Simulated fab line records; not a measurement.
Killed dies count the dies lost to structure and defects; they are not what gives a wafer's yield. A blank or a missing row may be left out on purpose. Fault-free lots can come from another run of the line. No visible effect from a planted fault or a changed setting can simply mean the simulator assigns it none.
Lot-split experiment :: flow n5Finfet :: 39 wafers read from 7 lots, route of 1938 steps

## THE SPLIT ITSELF
At N5_BEOL_M2_DESCUM_16 (chemistry O2, time 7 s), the setting timeS was moved away from the recipe's 7 s on 6 of the 39 wafers read, by +46.3% to +52.3%. The other wafers ran this setting at the recipe's value.

The split's own step is where the reading is taken.

## THE READING
CAR-EUV_of_BEOL_M2_COAT_05.thkNm (the simulator's own value, which no gauge read), in nm, at N5_BEOL_M2_DESCUM_16 (chemistry O2, time 7 s). No usual value for it is given in the file. Here, 33 wafers ran the recipe; their average is 26.1 nm with a standard deviation of 0.092 nm.

wafer: L074.1
tool, chamber at the split: rieDiel-05, 0,3,2,1,2,3
timeS as run, s: 7
against the recipe: recipe
CAR-EUV_of_BEOL_M2_COAT_05.thkNm, nm: 26
against lot-mates on the recipe: -

wafer: L074.2
tool, chamber at the split: rieDiel-05, 0,3,2,1,2,3
timeS as run, s: 7
against the recipe: recipe
CAR-EUV_of_BEOL_M2_COAT_05.thkNm, nm: 26
against lot-mates on the recipe: -

wafer: L074.3
tool, chamber at the split: rieDiel-05, 0,3,2,1,2,3
timeS as run, s: 7
against the recipe: recipe
CAR-EUV_of_BEOL_M2_COAT_05.thkNm, nm: 26
against lot-mates on the recipe: -

wafer: L074.4
tool, chamber at the split: rieDiel-05, 0,3,2,1,2,3
timeS as run, s: 7
against the recipe: recipe
CAR-EUV_of_BEOL_M2_COAT_05.thkNm, nm: 26
against lot-mates on the recipe: -

wafer: L074.5
tool, chamber at the split: rieDiel-05, 0,3,2,1,2,3
timeS as run, s: 7
against the recipe: recipe
CAR-EUV_of_BEOL_M2_COAT_05.thkNm, nm: 26
against lot-mates on the recipe: -

wafer: L074.6
tool, chamber at the split: rieDiel-05, 0,3,2,1,2,3
timeS as run, s: 7
against the recipe: recipe
CAR-EUV_of_BEOL_M2_COAT_05.thkNm, nm: 26
against lot-mates on the recipe: -

wafer: L078.1
tool, chamber at the split: rieDiel-02, 2,3
timeS as run, s: 10.66
against the recipe: +52.3%
CAR-EUV_of_BEOL_M2_COAT_05.thkNm, nm: 24.2
against lot-mates on the recipe: -1.9

wafer: L078.5
tool, chamber at the split: rieDiel-02, 2,3
timeS as run, s: 10.66
against the recipe: +52.3%
CAR-EUV_of_BEOL_M2_COAT_05.thkNm, nm: 24.2
against lot-mates on the recipe: -1.9

wafer: L078.2
tool, chamber at the split: rieDiel-02, 3
timeS as run, s: 7
against the recipe: recipe
CAR-EUV_of_BEOL_M2_COAT_05.thkNm, nm: 26.2
against lot-mates on the recipe: -

wafer: L078.3
tool, chamber at the split: rieDiel-02, 3
timeS as run, s: 7
against the recipe: recipe
CAR-EUV_of_BEOL_M2_COAT_05.thkNm, nm: 26.2
against lot-mates on the recipe: -

wafer: L078.4
tool, chamber at the split: rieDiel-02, 2
timeS as run, s: 7
against the recipe: recipe
CAR-EUV_of_BEOL_M2_COAT_05.thkNm, nm: 26
against lot-mates on the recipe: -

wafer: L078.6
tool, chamber at the split: rieDiel-02, 2
timeS as run, s: 10.66
against the recipe: +52.3%
CAR-EUV_of_BEOL_M2_COAT_05.thkNm, nm: 24.4
against lot-mates on the recipe: -1.7

wafer: L091.1
tool, chamber at the split: rieDiel-02, 0,2,3,1,1,2
timeS as run, s: 7
against the recipe: recipe
CAR-EUV_of_BEOL_M2_COAT_05.thkNm, nm: 26
against lot-mates on the recipe: -

wafer: L091.2
tool, chamber at the split: rieDiel-02, 0,2,3,1,1,2
timeS as run, s: 7
against the recipe: recipe
CAR-EUV_of_BEOL_M2_COAT_05.thkNm, nm: 26
against lot-mates on the recipe: -

wafer: L091.3
tool, chamber at the split: rieDiel-02, 0,2,3,1,1,2
timeS as run, s: 7
against the recipe: recipe
CAR-EUV_of_BEOL_M2_COAT_05.thkNm, nm: 26
against lot-mates on the recipe: -

wafer: L091.4
tool, chamber at the split: rieDiel-02, 0,2,3,1,1,2
timeS as run, s: 7
against the recipe: recipe
CAR-EUV_of_BEOL_M2_COAT_05.thkNm, nm: 26
against lot-mates on the recipe: -

wafer: L091.5
tool, chamber at the split: rieDiel-02, 0,2,3,1,1,2
timeS as run, s: 7
against the recipe: recipe
CAR-EUV_of_BEOL_M2_COAT_05.thkNm, nm: 26
against lot-mates on the recipe: -

wafer: L091.6
tool, chamber at the split: rieDiel-02, 0,2,3,1,1,2
timeS as run, s: 7
against the recipe: recipe
CAR-EUV_of_BEOL_M2_COAT_05.thkNm, nm: 26
against lot-mates on the recipe: -

wafer: L090.1
tool, chamber at the split: rieDiel-06, 3,2,0,2,1
timeS as run, s: 7
against the recipe: recipe
CAR-EUV_of_BEOL_M2_COAT_05.thkNm, nm: 26.2
against lot-mates on the recipe: -

wafer: L090.2
tool, chamber at the split: rieDiel-06, 3,2,0,2,1
timeS as run, s: 7
against the recipe: recipe
CAR-EUV_of_BEOL_M2_COAT_05.thkNm, nm: 26.2
against lot-mates on the recipe: -

wafer: L090.3
tool, chamber at the split: rieDiel-06, 3,2,0,2,1
timeS as run, s: 7
against the recipe: recipe
CAR-EUV_of_BEOL_M2_COAT_05.thkNm, nm: 26.2
against lot-mates on the recipe: -

wafer: L090.5
tool, chamber at the split: rieDiel-06, 3,2,0,2,1
timeS as run, s: 7
against the recipe: recipe
CAR-EUV_of_BEOL_M2_COAT_05.thkNm, nm: 26.2
against lot-mates on the recipe: -

wafer: L090.6
tool, chamber at the split: rieDiel-06, 3,2,0,2,1
timeS as run, s: 7
against the recipe: recipe
CAR-EUV_of_BEOL_M2_COAT_05.thkNm, nm: 26.2
against lot-mates on the recipe: -

wafer: L090.4
tool, chamber at the split: rieDiel-06, 1
timeS as run, s: 7
against the recipe: recipe
CAR-EUV_of_BEOL_M2_COAT_05.thkNm, nm: 26
against lot-mates on the recipe: -

wafer: L094.2
tool, chamber at the split: rieDiel-02, 2,3
timeS as run, s: 7
against the recipe: recipe
CAR-EUV_of_BEOL_M2_COAT_05.thkNm, nm: 26.2
against lot-mates on the recipe: -

wafer: L094.4
tool, chamber at the split: rieDiel-02, 2,3
timeS as run, s: 7
against the recipe: recipe
CAR-EUV_of_BEOL_M2_COAT_05.thkNm, nm: 26.2
against lot-mates on the recipe: -

wafer: L094.6
tool, chamber at the split: rieDiel-02, 0
timeS as run, s: 7
against the recipe: recipe
CAR-EUV_of_BEOL_M2_COAT_05.thkNm, nm: 26
against lot-mates on the recipe: -

wafer: L095.1
tool, chamber at the split: rieDiel-05, 3,1
timeS as run, s: 10.24
against the recipe: +46.3%
CAR-EUV_of_BEOL_M2_COAT_05.thkNm, nm: 24.4
against lot-mates on the recipe: -1.6

wafer: L095.2
tool, chamber at the split: rieDiel-05, 3,1
timeS as run, s: 10.24
against the recipe: +46.3%
CAR-EUV_of_BEOL_M2_COAT_05.thkNm, nm: 24.4
against lot-mates on the recipe: -1.6

wafer: L095.3
tool, chamber at the split: rieDiel-05, 2
timeS as run, s: 10.24
against the recipe: +46.3%
CAR-EUV_of_BEOL_M2_COAT_05.thkNm, nm: 24.6
against lot-mates on the recipe: -1.4

wafer: L095.4
tool, chamber at the split: rieDiel-05, 0,3,2
timeS as run, s: 7
against the recipe: recipe
CAR-EUV_of_BEOL_M2_COAT_05.thkNm, nm: 26
against lot-mates on the recipe: -

wafer: L095.5
tool, chamber at the split: rieDiel-05, 0,3,2
timeS as run, s: 7
against the recipe: recipe
CAR-EUV_of_BEOL_M2_COAT_05.thkNm, nm: 26
against lot-mates on the recipe: -

wafer: L095.6
tool, chamber at the split: rieDiel-05, 0,3,2
timeS as run, s: 7
against the recipe: recipe
CAR-EUV_of_BEOL_M2_COAT_05.thkNm, nm: 26
against lot-mates on the recipe: -

wafer: L097.1
tool, chamber at the split: rieDiel-05, 0,1,3,3,1
timeS as run, s: 7
against the recipe: recipe
CAR-EUV_of_BEOL_M2_COAT_05.thkNm, nm: 26
against lot-mates on the recipe: -

wafer: L097.2
tool, chamber at the split: rieDiel-05, 0,1,3,3,1
timeS as run, s: 7
against the recipe: recipe
CAR-EUV_of_BEOL_M2_COAT_05.thkNm, nm: 26
against lot-mates on the recipe: -

wafer: L097.3
tool, chamber at the split: rieDiel-05, 0,1,3,3,1
timeS as run, s: 7
against the recipe: recipe
CAR-EUV_of_BEOL_M2_COAT_05.thkNm, nm: 26
against lot-mates on the recipe: -

wafer: L097.5
tool, chamber at the split: rieDiel-05, 0,1,3,3,1
timeS as run, s: 7
against the recipe: recipe
CAR-EUV_of_BEOL_M2_COAT_05.thkNm, nm: 26
against lot-mates on the recipe: -

wafer: L097.6
tool, chamber at the split: rieDiel-05, 0,1,3,3,1
timeS as run, s: 7
against the recipe: recipe
CAR-EUV_of_BEOL_M2_COAT_05.thkNm, nm: 26
against lot-mates on the recipe: -

wafer: L097.4
tool, chamber at the split: rieDiel-05, 0
timeS as run, s: 7
against the recipe: recipe
CAR-EUV_of_BEOL_M2_COAT_05.thkNm, nm: 26.2
against lot-mates on the recipe: -
If several chambers appear in one row, that row covers several wafers at once and the file leaves open which wafer was in which chamber.

THE FIT
A straight line over all 39 wafers: CAR-EUV_of_BEOL_M2_COAT_05.thkNm changes by -0.0344 nm for each +1% of timeS; r = -0.99; the points scatter about the line by 0.095 nm.
The same after taking each lot's own level away (the mean of its wafers on the recipe; 39 wafers): -0.0346 nm for each +1%; r = -0.99; scatter 0.073 nm.
According to that fit, moving timeS by its largest amount changes the reading by 1.8 nm.
The span of the lots' own levels, 26.00 to 26.17 nm, comes to 1.8 times the standard deviation stated above.
The two slopes are in agreement: the lot-to-lot level therefore moves the slope only a little.
Check: with one of the wafers moved furthest among these (+52.3%) left out of the fit, the line predicts -1.78 nm for it against its lot-mates. It came out at -1.93 nm against them.

## ADDITIONAL SPLITS CARRIED BY THESE WAFERS
Note: prior to the reading, these wafers also went through further splits. Each is held against what the fit with the lots' levels taken away leaves over:
other split on the same wafers: N5_DUMMY_GATE_ETCH_31 targetDepthA
wafers away from the commonest value: 12
r with CAR-EUV_of_BEOL_M2_COAT_05.thkNm (lot level and that fit taken away): -0.03

other split on the same wafers: N5_HKMG_FIN_ALD_79 aldCycles
wafers away from the commonest value: 12
r with CAR-EUV_of_BEOL_M2_COAT_05.thkNm (lot level and that fit taken away): -0.17

other split on the same wafers: N5_MOL_CONTACT_COAG_ALD_27 aldCycles
wafers away from the commonest value: 12
r with CAR-EUV_of_BEOL_M2_COAT_05.thkNm (lot level and that fit taken away): +0.07

other split on the same wafers: N5_BEOL_M0_SAQP_SPACER2_ALD_26 targetThkA
wafers away from the commonest value: 12
r with CAR-EUV_of_BEOL_M2_COAT_05.thkNm (lot level and that fit taken away): +0.09

## FILE'S OWN FIT
CAR-EUV_of_BEOL_M2_COAT_05.thkNm changes by -0.0346 nm for each +1% of timeS, r = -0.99.
